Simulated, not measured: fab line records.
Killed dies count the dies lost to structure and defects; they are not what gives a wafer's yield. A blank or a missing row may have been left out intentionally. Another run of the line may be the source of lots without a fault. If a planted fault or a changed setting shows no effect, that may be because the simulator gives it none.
Chamber matching | flow n5Finfet | N5_DUMMY_GATE_ETCH_23 on rieSi-04 has 4 sister chambers
The step etches poly-Si in HBr/Cl2/O2, target depth 41 nm, time 22.3 s. 16 wafers are shown with their chamber, then 8 later ones without.

## WAFERS, EACH WITH ITS CHAMBER
wafer  | chamber | throttleValvePct (%) | oesProductAu (a.u.)
L074.1 | 0       | 36.89                | 1.014
L074.3 | 3       | 37.17                | 0.976
L074.5 | 1       | 36.84                | 1.001
L079.1 | 1       | 36.84                | 1.008
L079.3 | 0       | 36.89                | 1.017
L079.4 | 2       | 37.17                | 1.031
L081.1 | 0       | 36.90                | 1.014
L081.2 | 3       | 37.20                | 0.987
L081.4 | 3       | 37.19                | 0.975
L083.2 | 2       | 37.16                | 1.020
L083.3 | 1       | 36.84                | 1.005
L083.4 | 2       | 37.17                | 1.019
L088.2 | 2       | 37.18                | 1.037
L088.5 | 1       | 36.84                | 1.017
L088.6 | 0       | 36.89                | 1.007
L089.1 | 0       | 36.91                | 1.005

SIGNATURES (averages over the wafers above)
reading          | chamber 0 | chamber 1 | chamber 2 | chamber 3 | scatter within a chamber
throttleValvePct | 36.8960   | 36.8400   | 37.1700   | 37.1867   | 0.00907
oesProductAu     | 1.01140   | 1.00775   | 1.02675   | 0.97933   | 0.00684
Rule: for each reading, subtract the chamber's mean from the wafer's reading, divide by that reading's scatter and square the result; add these up over the readings and take the root, which gives the wafer's distance from the chamber. The wafer belongs to the nearest chamber; if the next one is less than 2 further off, it can't be placed. How the scatter is found: for the shown wafers, subtract from each reading the mean of its chamber, square and add these, divide the total by (wafers less chambers), then take the root.

## WAFERS WITH NO CHAMBER GIVEN
wafer  | throttleValvePct (%) | oesProductAu (a.u.)
L089.2 | 37.16                | 1.032
L089.3 | 36.85                | 1.007
L092.1 | 37.16                | 1.028
L092.2 | 36.88                | 1.000
L092.5 | 37.18                | 0.986
L096.3 | 37.19                | 0.990
L096.4 | 36.89                | 1.014
L096.6 | 37.17                | 0.989

## WHICH CHAMBER EACH ONE RAN IN
wafer  | from the rows above | in truth
L089.2 | 2                   | 2
L089.3 | 1                   | 1
L092.1 | 2                   | 2
L092.2 | 0                   | 0
L092.5 | 3                   | 3
L096.3 | 3                   | 3
L096.4 | 0                   | 0
L096.6 | 3                   | 3
Placed correctly: 8 of 8. Left unplaced by these rows: 0. Placed wrongly: 0.
